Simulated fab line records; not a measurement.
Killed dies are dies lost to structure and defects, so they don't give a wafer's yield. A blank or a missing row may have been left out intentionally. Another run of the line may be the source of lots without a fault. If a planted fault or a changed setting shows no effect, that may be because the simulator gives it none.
Chamber matching	flow n5Finfet	N5_HKMG_FIN_ALD_21 on aldMetal-04: 4 sister chambers
The step deposits TiN, target thk 1.5 nm, pulse time 1 s, purge time 3 s. 18 wafers are shown with their chamber, then 9 later ones without.

EACH WAFER AND ITS CHAMBER
wafer	chamber	heaterPowerW (W)	precursorPulseHeightRel
L075.3	2	877	1.001
L075.4	0	863	0.995
L075.6	2	874	0.993
L076.1	0	847	0.997
L076.5	0	848	1.023
L076.6	1	761	0.961
L079.1	3	900	0.971
L079.2	1	775	1.023
L079.3	0	854	0.989
L086.1	3	899	0.966
L086.2	1	755	0.980
L086.4	0	852	1.000
L087.1	3	906	1.017
L087.2	2	870	0.992
L087.3	0	831	1.013
L087.4	1	761	0.981
L087.5	2	879	0.989
L087.6	3	893	0.979

SIGNATURES (means of the wafers above)
reading	chamber 0	chamber 1	chamber 2	chamber 3	scatter within a chamber
heaterPowerW	849.17	763.00	875.00	899.50	8.04
precursorPulseHeightRel	1.00283	0.98625	0.99375	0.98325	0.018
Rule: a wafer lies at a distance from a chamber equal to the root of the sum of squares, over the readings, of (its reading less the chamber's mean, divided by the reading's scatter). The wafer belongs to the nearest chamber; if the next one is less than 2 further off, it can't be placed. How the scatter is found: for the shown wafers, subtract from each reading the mean of its chamber, square and add these, divide the total by (wafers less chambers), then take the root.

WAFERS MISSING THEIR CHAMBER
wafer	heaterPowerW (W)	precursorPulseHeightRel
L088.1	764	1.009
L088.2	841	1.024
L088.4	859	0.983
L091.1	763	0.975
L091.2	847	0.988
L091.3	891	1.011
L091.4	884	1.009
L091.5	750	1.030
L091.6	868	1.027

WHICH CHAMBER EACH WENT THROUGH
wafer	from the rows above	in truth
L088.1	1	1
L088.2	0	0
L088.4	can't be placed: 0 or 2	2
L091.1	1	1
L091.2	0	0
L091.3	can't be placed: 3 or 2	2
L091.4	can't be placed: 2 or 3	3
L091.5	1	1
L091.6	can't be placed: 2 or 0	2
Correctly placed: 5 of 9. Unplaceable from these rows: 4, with the true chamber sitting among the candidates in 4. 0 placed wrongly.
